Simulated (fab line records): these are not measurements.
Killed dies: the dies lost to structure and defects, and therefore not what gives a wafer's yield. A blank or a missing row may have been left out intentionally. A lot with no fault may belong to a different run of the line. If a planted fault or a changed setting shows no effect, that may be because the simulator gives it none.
Code-filled problem report in 8D (eight disciplines) form | flow n5Finfet | the parts of the form that need people (team, actions taken, sign-off) are left out

== 1. PROBLEM STATEMENT ==
IOFF_N at N5_BEOL_M4_RC_MEAS_101 reads a mean of 14.43 nA/um on 3 wafers of 1 lot; wafers without a fault read 0.16 nA/um with a standard deviation of 0.031. So: +99 or more standard deviations from the usual mean.
First observed at day 12 10:47: wafer L163.2, on prober-01. At this step, 30 wafers from 10 lots have a number in the record. By rule, "out" or "out of limits" means more than 4 standard deviations away from the usual mean. The rest of the wafers with a number are treated as sound.

== 2. WHAT IT IS; WHAT IT IS NOT ==
question                    | is                                                                                                       | is not
which readings at this step | IOFF_N, DIBL_N, DIBL_P, IOFF_N_85C, IOFF_N_LIN, IOFF_P, IOFF_P_85C, IOFF_P_LIN, ION_N, ION_P, SS_N, SS_P | VT_N, VT_P
which lots                  | L163                                                                                                     | L147, L148, L152, L155, L157, L161, L165, L169, L170
which wafers of those lots  | all that have a number                                                                                   | -
read on which gauges        | prober-01                                                                                                | prober-02
when                        | from day 12 10:47                                                                                        | up to then (18 sound wafers); but 9 sound wafers of L165, L169, L170 came after

== 3. WHAT RULES OUT EACH SUSPECT ==
Counting: a tool at a process step up to the reading stays a suspect if it ran every lot that is out and no sound lot after the first of them.
- the gauge at N5_BEOL_M4_RC_MEAS_101: kept. All the wafers that are out were read on prober-01, and no step on other tools shows them out.
- pvdSputter-01 at N5_BEOL_M1_SPUTTER_48 (material Cu, target thk 4.5 nm, time 8.29 s): kept. It ran the lot that is out, L163 (day 10 11:01), and no sound lot after that; its last sound lot up to then is L155 (day 8 12:13).
- pvdSputter-03 at N5_BEOL_M4_SPUTTER_79 (material Cu, target thk 4.5 nm, time 8.29 s): ruled out as a lasting fault. The sound lots L165 went through it after L163, its earliest lot that is out (day 12 08:00).
- pvdSputter-03 at N5_BEOL_M4_ANNEAL_87 (time 240 s): ruled out as a lasting fault. The sound lots L165 went through it after L163, its earliest lot that is out (day 12 08:31).
- pvdSputter-03 at N5_BEOL_M4_ANNEAL_89 (time 240 s): ruled out as a lasting fault. The sound lots L165 went through it after L163, its earliest lot that is out (day 12 08:44).
After counting, pvdSputter-01 at N5_BEOL_M1_SPUTTER_48 and prober-01 at N5_BEOL_M4_RC_MEAS_101 remain.

== 4. THE CAUSE (what the simulator had put in) ==
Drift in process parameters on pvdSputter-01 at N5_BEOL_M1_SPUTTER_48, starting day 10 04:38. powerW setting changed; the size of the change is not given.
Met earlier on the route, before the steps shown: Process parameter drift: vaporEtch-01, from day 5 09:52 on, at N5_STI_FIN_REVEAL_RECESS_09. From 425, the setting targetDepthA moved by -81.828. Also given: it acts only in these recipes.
Counting leaves 2 suspects; this tool is one of them.

== 5. THE EFFECT CHAIN, in route order ==
One row per reading whose mean, taken over the struck wafers that have a number, lies over 3 standard deviations from the usual. Scope: only readings with a usual standard deviation given in the record; hours: median across lots of the time from each lot's start at the first step in this table that gives one to its start at this step; sigmas: change in usual standard deviations.
hours | step                    | reading      | usual        | on struck wafers | change | sigmas
0     | N5_BEOL_M4_RC_MEAS_101  | DIBL_N       | 36.1 mV/V    | 85.3             | +49.2  | +31
0     | N5_BEOL_M4_RC_MEAS_101  | DIBL_P       | 35.8 mV/V    | 67.4             | +31.6  | +15
0     | N5_BEOL_M4_RC_MEAS_101  | IOFF_N       | 0.16 nA/um   | 14.43            | +14.27 | +99 or more
0     | N5_BEOL_M4_RC_MEAS_101  | IOFF_N_85C   | 3.1 nA/um    | 137.4            | +134.3 | +99 or more
0     | N5_BEOL_M4_RC_MEAS_101  | IOFF_N_LIN   | 0.074 nA/um  | 0.301            | +0.227 | +19
0     | N5_BEOL_M4_RC_MEAS_101  | IOFF_P       | 0.21 nA/um   | 8.23             | +8.02  | +99 or more
0     | N5_BEOL_M4_RC_MEAS_101  | IOFF_P_85C   | 3.6 nA/um    | 78.5             | +74.9  | +99 or more
0     | N5_BEOL_M4_RC_MEAS_101  | IOFF_P_LIN   | 0.099 nA/um  | 0.297            | +0.198 | +15
0     | N5_BEOL_M4_RC_MEAS_101  | ION_N        | 673 uA/um    | 605              | -68    | -5.7
0     | N5_BEOL_M4_RC_MEAS_101  | ION_P        | 461 uA/um    | 409              | -52    | -7.2
0     | N5_BEOL_M4_RC_MEAS_101  | REXT_N       | 75.8 ohm.um  | 81.1             | +5.3   | +4.1
0     | N5_BEOL_M4_RC_MEAS_101  | REXT_P       | 101.6 ohm.um | 109.3            | +7.7   | +3.9
0     | N5_BEOL_M4_RC_MEAS_101  | SS_N         | 71.4 mV/dec  | 131.0            | +59.6  | +99 or more
0     | N5_BEOL_M4_RC_MEAS_101  | SS_P         | 73.3 mV/dec  | 112.7            | +39.4  | +63
105   | N5_PASSIVATION_PROBE_49 | sortNPass    | 1074         | 0                | -1074  | -60
105   | N5_PASSIVATION_PROBE_49 | sortYieldPct | 91.0 %       | 0.0              | -91.0  | -61
The process steps in it:
- N5_PASSIVATION_PROBE_49

== 6. WHAT WOULD HAVE CAUGHT IT SOONER ==
In this record the first reading out of limits at a measuring or inspecting step was taken at day 12 10:47, 54 hours after the fault began at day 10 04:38.
Tool readings at N5_BEOL_M1_SPUTTER_48 with a usual standard deviation given in the record: none out on any struck wafer, hence no alarm at a limit of 4 standard deviations on them.
All the lots that are out (1) had begun N5_BEOL_M1_SPUTTER_48 on pvdSputter-01 by day 12 10:47. Had the tool been put on hold then, not one of them would have been saved.
